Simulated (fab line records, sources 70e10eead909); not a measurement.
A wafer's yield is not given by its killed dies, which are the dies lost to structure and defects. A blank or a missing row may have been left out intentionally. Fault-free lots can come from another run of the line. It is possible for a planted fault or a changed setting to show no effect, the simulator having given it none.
Which tool did it? :: flow nand-harc :: 11 lots with 33 wafers sampled at 5 steps, on a route of 1159 steps

WHAT EACH GAUGE READ, for each wafer
NHARC_END_SORT_01.
lot: L931
measured: day 20 14:07
on: prober-01
killed-at-array: 24 28 24
killed-at-other: 1 0 0
killed-at-periphery: 2 4 3
killed-dies: 27 32 27
killed-open: 3 0 6
killed-short: 2 6 5

lot: L933
measured: day 19 21:44
on: prober-02
killed-at-array: 28 29 17
killed-at-other: 1 0 0
killed-at-periphery: 0 2 1
killed-dies: 29 31 18
killed-open: 3 4 7
killed-short: 2 3 1

lot: L935
measured: day 21 03:25
on: prober-01
killed-at-array: 24 25 25
killed-at-other: 1 3 1
killed-at-periphery: 1 2 2
killed-dies: 26 30 28
killed-open: 3 2 1
killed-short: 1 2 1

lot: L936
measured: day 21 11:08
on: prober-01
killed-at-array: 20 14 32
killed-at-other: 0 0 0
killed-at-periphery: 2 3 4
killed-dies: 22 17 36
killed-open: 0 1 3
killed-short: 4 3 4

lot: L937
measured: day 21 21:49
on: prober-02
killed-at-array: 33 30 32
killed-at-other: 1 0 0
killed-at-periphery: 4 7 4
killed-dies: 38 37 36
killed-open: 3 4 4
killed-short: 5 1 1

lot: L939
measured: day 21 21:26
on: prober-01
killed-at-array: 16 22 14
killed-at-other: 0 0 1
killed-at-periphery: 1 2 4
killed-dies: 17 24 19
killed-open: 3 1 3
killed-short: 2 2 2

lot: L945
measured: day 23 11:49
on: prober-01
killed-at-array: 621 30 623
killed-at-other: 2 3 1
killed-at-periphery: 5 4 5
killed-dies: 628 37 629
killed-open: 0 3 0
killed-short: 1 2 1

lot: L949
measured: day 23 21:58
on: prober-01
killed-at-array: 28 21 23
killed-at-other: 0 0 0
killed-at-periphery: 2 3 2
killed-dies: 30 24 25
killed-open: 1 6 4
killed-short: 3 3 1

lot: L946
measured: day 24 05:50
on: prober-01
killed-at-array: 28 622 29
killed-at-other: 1 0 1
killed-at-periphery: 1 2 2
killed-dies: 30 624 32
killed-open: 4 6 4
killed-short: 1 4 1

lot: L951
measured: day 24 18:07
on: prober-02
killed-at-array: 32 32 24
killed-at-other: 0 1 0
killed-at-periphery: 0 1 6
killed-dies: 32 34 30
killed-open: 9 3 5
killed-short: 2 4 3

lot: L952
measured: day 25 05:31
on: prober-02
killed-at-array: 14 29 18
killed-at-other: 0 3 0
killed-at-periphery: 4 2 2
killed-dies: 18 34 20
killed-open: 3 2 2
killed-short: 0 3 4

TOOL THAT RAN EACH LOT (tool first, then ch and the chambers of the sampled wafers, then the start)
lot: L931
NHARC_A_STAIRCASE_TRIM_22: rie-diel-13 ch 0,1,2, day 11 10:04
NHARC_A_STAIRCASE_ETCH_25: rie-diel-13 ch 0,2, day 20 14:07 or earlier
NHARC_A_STAIRCASE_TRIM_26: rie-diel-13 ch 1,2, day 20 14:07 or earlier
NHARC_A_STAIRCASE_ETCH_27: rie-diel-13 ch 0,1, day 20 14:07 or earlier

lot: L933
NHARC_A_STAIRCASE_TRIM_22: rie-diel-13 ch 2,3, day 11 12:41
NHARC_A_STAIRCASE_ETCH_25: rie-diel-13 ch 1,2,3, day 19 21:44 or earlier
NHARC_A_STAIRCASE_TRIM_26: rie-diel-13 ch 1,2,3, day 19 21:44 or earlier
NHARC_A_STAIRCASE_ETCH_27: rie-diel-13 ch 0,1,2, day 19 21:44 or earlier

lot: L935
NHARC_A_STAIRCASE_TRIM_22: rie-diel-10 ch 0,1, day 12 13:43
NHARC_A_STAIRCASE_ETCH_25: rie-diel-10 ch 1,2, day 21 03:25 or earlier
NHARC_A_STAIRCASE_TRIM_26: rie-diel-10 ch 0,2,3, day 21 03:25 or earlier
NHARC_A_STAIRCASE_ETCH_27: rie-diel-10 ch 0,2,3, day 21 03:25 or earlier

lot: L936
NHARC_A_STAIRCASE_TRIM_22: rie-diel-10 ch 0,1, day 12 22:02
NHARC_A_STAIRCASE_ETCH_25: rie-diel-10 ch 1,3, day 21 11:08 or earlier
NHARC_A_STAIRCASE_TRIM_26: rie-diel-10 ch 1,2, day 21 11:08 or earlier
NHARC_A_STAIRCASE_ETCH_27: rie-diel-10 ch 0,1,2, day 21 11:08 or earlier

lot: L937
NHARC_A_STAIRCASE_TRIM_22: rie-diel-09 ch 1,3, day 12 22:23
NHARC_A_STAIRCASE_ETCH_25: rie-diel-09 ch 0,3, day 21 21:49 or earlier
NHARC_A_STAIRCASE_TRIM_26: rie-diel-09 ch 0,1,3, day 21 21:49 or earlier
NHARC_A_STAIRCASE_ETCH_27: rie-diel-09 ch 0,1, day 21 21:49 or earlier

lot: L939
NHARC_A_STAIRCASE_TRIM_22: rie-diel-13 ch 0,2, day 13 05:02
NHARC_A_STAIRCASE_ETCH_25: rie-diel-13 ch 1,2, day 21 21:26 or earlier
NHARC_A_STAIRCASE_TRIM_26: rie-diel-13 ch 1,2,3, day 21 21:26 or earlier
NHARC_A_STAIRCASE_ETCH_27: rie-diel-13 ch 1,3, day 21 21:26 or earlier

lot: L945
NHARC_A_STAIRCASE_TRIM_22: rie-diel-13 ch 0,2, day 14 18:20
NHARC_A_STAIRCASE_ETCH_25: rie-diel-13 ch 0,3, day 23 11:49 or earlier
NHARC_A_STAIRCASE_TRIM_26: rie-diel-13 ch 0,1,3, day 23 11:49 or earlier
NHARC_A_STAIRCASE_ETCH_27: rie-diel-13 ch 0,2,3, day 23 11:49 or earlier

lot: L949
NHARC_A_STAIRCASE_TRIM_22: rie-diel-10 ch 0,1,2, day 15 07:50
NHARC_A_STAIRCASE_ETCH_25: rie-diel-10 ch 0,1,3, day 23 21:58 or earlier
NHARC_A_STAIRCASE_TRIM_26: rie-diel-10 ch 0,1,3, day 23 21:58 or earlier
NHARC_A_STAIRCASE_ETCH_27: rie-diel-10 ch 1,2,3, day 23 21:58 or earlier

lot: L946
NHARC_A_STAIRCASE_TRIM_22: rie-diel-13 ch 0,1, day 15 12:46
NHARC_A_STAIRCASE_ETCH_25: rie-diel-13 ch 0,1, day 24 05:50 or earlier
NHARC_A_STAIRCASE_TRIM_26: rie-diel-13 ch 0,1,2, day 24 05:50 or earlier
NHARC_A_STAIRCASE_ETCH_27: rie-diel-13 ch 0,2, day 24 05:50 or earlier

lot: L951
NHARC_A_STAIRCASE_TRIM_22: rie-diel-09 ch 2,3, day 15 23:42
NHARC_A_STAIRCASE_ETCH_25: rie-diel-09 ch 0,1,2, day 24 18:07 or earlier
NHARC_A_STAIRCASE_TRIM_26: rie-diel-09 ch 1,2, day 24 18:07 or earlier
NHARC_A_STAIRCASE_ETCH_27: rie-diel-09 ch 0,3, day 24 18:07 or earlier

lot: L952
NHARC_A_STAIRCASE_TRIM_22: rie-diel-09 ch 0,2,3, day 16 20:58
NHARC_A_STAIRCASE_ETCH_25: rie-diel-09 ch 0,3, day 25 05:31 or earlier
NHARC_A_STAIRCASE_TRIM_26: rie-diel-09 ch 1,2, day 25 05:31 or earlier
NHARC_A_STAIRCASE_ETCH_27: rie-diel-09 ch 1,3, day 25 05:31 or earlier
- NHARC_A_STAIRCASE_TRIM_22: chemistry O2, time 211.2 s.
- NHARC_A_STAIRCASE_ETCH_25: etches the open film in C4F8/O2, target depth 100 nm, time 40.5 s.
- NHARC_A_STAIRCASE_TRIM_26: chemistry O2, time 211.2 s.
- NHARC_A_STAIRCASE_ETCH_27: etches the open film in C4F8/O2, target depth 100 nm, time 40.5 s.

AS READ BY THE TOOLS THEMSELVES (means over the sampled wafers that have a number; for cases with no such wafer, the mark the record gives instead)
NHARC_A_STAIRCASE_TRIM_22.
lot: L931
tool: rie-diel-13
chamber-pressure-mTorr (mTorr): 59.95
drypump-motor-current-A (A): 6.1
oes-product-au (a.u.): 1.004
rf-vpp-V (V): 57.8
showerhead-plenum-p-Torr (Torr): 3.47
throttle-valve-pct (%): 17.038

lot: L933
tool: rie-diel-13
chamber-pressure-mTorr (mTorr): 60.03
drypump-motor-current-A (A): 6.1
oes-product-au (a.u.): 1.011
rf-vpp-V (V): 57.5
showerhead-plenum-p-Torr (Torr): 3.44
throttle-valve-pct (%): 17.037

lot: L935
tool: rie-diel-10
chamber-pressure-mTorr (mTorr): 59.99
drypump-motor-current-A (A): 5.5
oes-product-au (a.u.): 0.997
rf-vpp-V (V): 57.9
showerhead-plenum-p-Torr (Torr): 3.59
throttle-valve-pct (%): 17.036

lot: L936
tool: rie-diel-10
chamber-pressure-mTorr (mTorr): 59.98
drypump-motor-current-A (A): 5.6
oes-product-au (a.u.): 1.006
rf-vpp-V (V): 57.6
showerhead-plenum-p-Torr (Torr): 3.50
throttle-valve-pct (%): 17.038

lot: L937
tool: rie-diel-09
chamber-pressure-mTorr (mTorr): 60.03
drypump-motor-current-A (A): 6.3
oes-product-au (a.u.): 1.004
rf-vpp-V (V): 56.8
showerhead-plenum-p-Torr (Torr): 3.38
throttle-valve-pct (%): 17.029

lot: L939
tool: rie-diel-13
chamber-pressure-mTorr (mTorr): 59.97
drypump-motor-current-A (A): 5.8
oes-product-au (a.u.): 1.006
rf-vpp-V (V): 57.2
showerhead-plenum-p-Torr (Torr): 3.47
throttle-valve-pct (%): 17.036

lot: L945
tool: rie-diel-13
chamber-pressure-mTorr (mTorr): 59.99
drypump-motor-current-A (A): 5.8
oes-product-au (a.u.): 0.846
rf-vpp-V (V): 57.2
showerhead-plenum-p-Torr (Torr): 3.46
throttle-valve-pct (%): 17.041

lot: L949
tool: rie-diel-10
chamber-pressure-mTorr (mTorr): 60.02
drypump-motor-current-A (A): 5.4
oes-product-au (a.u.): 0.990
rf-vpp-V (V): 57.8
showerhead-plenum-p-Torr (Torr): 3.49
throttle-valve-pct (%): 17.039

lot: L946
tool: rie-diel-13
chamber-pressure-mTorr (mTorr): 60.02
drypump-motor-current-A (A): 6.4
oes-product-au (a.u.): 0.917
rf-vpp-V (V): 58.3
showerhead-plenum-p-Torr (Torr): 3.49
throttle-valve-pct (%): 17.039

lot: L951
tool: rie-diel-09
chamber-pressure-mTorr (mTorr): 59.97
drypump-motor-current-A (A): 6.6
oes-product-au (a.u.): 0.989
rf-vpp-V (V): 57.0
showerhead-plenum-p-Torr (Torr): 3.33
throttle-valve-pct (%): 17.036

lot: L952
tool: rie-diel-09
chamber-pressure-mTorr (mTorr): 60.01
drypump-motor-current-A (A): 6.3
oes-product-au (a.u.): 0.988
rf-vpp-V (V): 58.2
showerhead-plenum-p-Torr (Torr): 3.40
throttle-valve-pct (%): 17.024

NHARC_A_STAIRCASE_ETCH_25.
lot: L931
tool: rie-diel-13
chamber-pressure-mTorr (mTorr): 24.996
oes-product-au (a.u.): 0.944
rf-vpp-V (V): 894

lot: L933
tool: rie-diel-13
chamber-pressure-mTorr (mTorr): 25.007
oes-product-au (a.u.): 0.954
rf-vpp-V (V): 894

lot: L935
tool: rie-diel-10
chamber-pressure-mTorr (mTorr): 24.983
oes-product-au (a.u.): 0.947
rf-vpp-V (V): 899

lot: L936
tool: rie-diel-10
chamber-pressure-mTorr (mTorr): 24.997
oes-product-au (a.u.): 0.938
rf-vpp-V (V): 897

lot: L937
tool: rie-diel-09
chamber-pressure-mTorr (mTorr): 24.989
oes-product-au (a.u.): 0.946
rf-vpp-V (V): 894

lot: L939
tool: rie-diel-13
chamber-pressure-mTorr (mTorr): 24.969
oes-product-au (a.u.): 0.938
rf-vpp-V (V): 892

lot: L945
tool: rie-diel-13
chamber-pressure-mTorr (mTorr): 25.015
oes-product-au (a.u.): 0.963
rf-vpp-V (V): 895

lot: L949
tool: rie-diel-10
chamber-pressure-mTorr (mTorr): 24.999
oes-product-au (a.u.): 0.938
rf-vpp-V (V): 895

lot: L946
tool: rie-diel-13
chamber-pressure-mTorr (mTorr): 24.995
oes-product-au (a.u.): 0.948
rf-vpp-V (V): 895

lot: L951
tool: rie-diel-09
chamber-pressure-mTorr (mTorr): 24.977
oes-product-au (a.u.): 0.930
rf-vpp-V (V): 891

lot: L952
tool: rie-diel-09
chamber-pressure-mTorr (mTorr): 25.017
oes-product-au (a.u.): 0.938
rf-vpp-V (V): 894

NHARC_A_STAIRCASE_TRIM_26.
lot: L931
tool: rie-diel-13
chamber-pressure-mTorr (mTorr): 59.96
drypump-motor-current-A (A): 6.4
oes-product-au (a.u.): 1.008
rf-vpp-V (V): 57.7
showerhead-plenum-p-Torr (Torr): 3.45
throttle-valve-pct (%): 17.045

lot: L933
tool: rie-diel-13
chamber-pressure-mTorr (mTorr): 59.97
drypump-motor-current-A (A): 6.3
oes-product-au (a.u.): 1.006
rf-vpp-V (V): 57.6
showerhead-plenum-p-Torr (Torr): 3.44
throttle-valve-pct (%): 17.044

lot: L935
tool: rie-diel-10
chamber-pressure-mTorr (mTorr): 59.92
drypump-motor-current-A (A): 5.5
oes-product-au (a.u.): 1.000
rf-vpp-V (V): 57.7
showerhead-plenum-p-Torr (Torr): 3.44
throttle-valve-pct (%): 17.030

lot: L936
tool: rie-diel-10
chamber-pressure-mTorr (mTorr): 59.98
drypump-motor-current-A (A): 5.3
oes-product-au (a.u.): 0.995
rf-vpp-V (V): 57.8
showerhead-plenum-p-Torr (Torr): 3.59
throttle-valve-pct (%): 17.033

lot: L937
tool: rie-diel-09
chamber-pressure-mTorr (mTorr): 59.98
drypump-motor-current-A (A): 6.1
oes-product-au (a.u.): 1.004
rf-vpp-V (V): 57.5
showerhead-plenum-p-Torr (Torr): 3.43
throttle-valve-pct (%): 17.037

lot: L939
tool: rie-diel-13
chamber-pressure-mTorr (mTorr): 59.92
drypump-motor-current-A (A): 6.2
oes-product-au (a.u.): 0.992
rf-vpp-V (V): 57.8
showerhead-plenum-p-Torr (Torr): 3.44
throttle-valve-pct (%): 17.027

lot: L945
tool: rie-diel-13
chamber-pressure-mTorr (mTorr): 60.02
drypump-motor-current-A (A): 6.2
oes-product-au (a.u.): 0.999
rf-vpp-V (V): 57.8
showerhead-plenum-p-Torr (Torr): 3.49
throttle-valve-pct (%): 17.042

lot: L949
tool: rie-diel-10
chamber-pressure-mTorr (mTorr): 60.02
drypump-motor-current-A (A): 5.6
oes-product-au (a.u.): 0.989
rf-vpp-V (V): 57.6
showerhead-plenum-p-Torr (Torr): 3.52
throttle-valve-pct (%): 17.039

lot: L946
tool: rie-diel-13
chamber-pressure-mTorr (mTorr): 59.98
drypump-motor-current-A (A): 6.1
oes-product-au (a.u.): 1.009
rf-vpp-V (V): 57.1
showerhead-plenum-p-Torr (Torr): 3.45
throttle-valve-pct (%): 17.038

lot: L951
tool: rie-diel-09
chamber-pressure-mTorr (mTorr): 60.04
drypump-motor-current-A (A): 6.4
oes-product-au (a.u.): 1.000
rf-vpp-V (V): 57.8
showerhead-plenum-p-Torr (Torr): 3.35
throttle-valve-pct (%): 17.038

lot: L952
tool: rie-diel-09
chamber-pressure-mTorr (mTorr): 60.03
drypump-motor-current-A (A): 6.4
oes-product-au (a.u.): 0.993
rf-vpp-V (V): 56.3
showerhead-plenum-p-Torr (Torr): 3.35
throttle-valve-pct (%): 17.038

NHARC_A_STAIRCASE_ETCH_27.
lot: L931
tool: rie-diel-13
chamber-pressure-mTorr (mTorr): 24.994
oes-product-au (a.u.): 0.943
rf-vpp-V (V): 895

lot: L933
tool: rie-diel-13
chamber-pressure-mTorr (mTorr): 24.977
oes-product-au (a.u.): 0.962
rf-vpp-V (V): 893

lot: L935
tool: rie-diel-10
chamber-pressure-mTorr (mTorr): 24.983
oes-product-au (a.u.): 0.939
rf-vpp-V (V): 893

lot: L936
tool: rie-diel-10
chamber-pressure-mTorr (mTorr): 25.002
oes-product-au (a.u.): 0.929
rf-vpp-V (V): 895

lot: L937
tool: rie-diel-09
chamber-pressure-mTorr (mTorr): 25.009
oes-product-au (a.u.): 0.944
rf-vpp-V (V): 893

lot: L939
tool: rie-diel-13
chamber-pressure-mTorr (mTorr): 24.998
oes-product-au (a.u.): 0.934
rf-vpp-V (V): 894

lot: L945
tool: rie-diel-13
chamber-pressure-mTorr (mTorr): 24.981
oes-product-au (a.u.): 0.952
rf-vpp-V (V): 893

lot: L949
tool: rie-diel-10
chamber-pressure-mTorr (mTorr): 24.991
oes-product-au (a.u.): 0.932
rf-vpp-V (V): 895

lot: L946
tool: rie-diel-13
chamber-pressure-mTorr (mTorr): 24.990
oes-product-au (a.u.): 0.938
rf-vpp-V (V): 891

lot: L951
tool: rie-diel-09
chamber-pressure-mTorr (mTorr): 24.987
oes-product-au (a.u.): 0.936
rf-vpp-V (V): 891

lot: L952
tool: rie-diel-09
chamber-pressure-mTorr (mTorr): 25.006
oes-product-au (a.u.): 0.948
rf-vpp-V (V): 888

THE ANSWER, worked out from the rows above alone
Rule: the lots themselves supply what counts as usual. Put in order of their means at a reading, lots are off if they are a third of the lots or fewer, leave a main group of 4 or more, and stand apart from it by a gap of 3 or more times the standard deviation of the main group's means; of several such gaps the widest counts. If all means in a main group match to the digits the tables above print for the reading, that group is not used. A lot without any number at a reading at which 4 lots or more have one is off too. The other lots that the step has rows for count as sound. First the gauges in route order, then the tools' own readings, where a lot's mean is used as printed above. The first step at which some lot is off is used, and at that step the reading that is off furthest; a lot without a number counts as furthest.
Off: L945, L946, at NHARC_END_SORT_01 (killed-at-array). For the main group the mean is 24 and the standard deviation 4.1.
A tool fits if, at a process step before that reading, it ran every lot that is off, and no sound lot after the first of them. The gauges at NHARC_END_SORT_01 aren't tried: what is off there is off at NHARC_A_STAIRCASE_TRIM_22 too, on other tools, and a gauge's error can't cause that. Because NHARC_A_STAIRCASE_ETCH_25 lacks a start for some lots, the hours and order of its lots are taken from NHARC_END_SORT_01. Because NHARC_A_STAIRCASE_TRIM_26 lacks a start for some lots, the hours and order of its lots are taken from NHARC_END_SORT_01. Because NHARC_A_STAIRCASE_ETCH_27 lacks a start for some lots, the hours and order of its lots are taken from NHARC_END_SORT_01. One fits: rie-diel-13 at NHARC_A_STAIRCASE_TRIM_22 and NHARC_A_STAIRCASE_ETCH_25 and NHARC_A_STAIRCASE_TRIM_26 and NHARC_A_STAIRCASE_ETCH_27. At NHARC_A_STAIRCASE_TRIM_22 its last sound lot is L939 (day 13 05:02), its first lot that is off L945 (day 14 18:20): a fault that began between those two fits.
The tool's own readings at NHARC_A_STAIRCASE_TRIM_22 bear it out: on the lots that are off they differ by more than 5 times the standard deviation of the sound lots' means. oes-product-au reads 0.881 a.u. there against 0.999 a.u. on the sound lots.

WHAT THE SIMULATOR PUT IN
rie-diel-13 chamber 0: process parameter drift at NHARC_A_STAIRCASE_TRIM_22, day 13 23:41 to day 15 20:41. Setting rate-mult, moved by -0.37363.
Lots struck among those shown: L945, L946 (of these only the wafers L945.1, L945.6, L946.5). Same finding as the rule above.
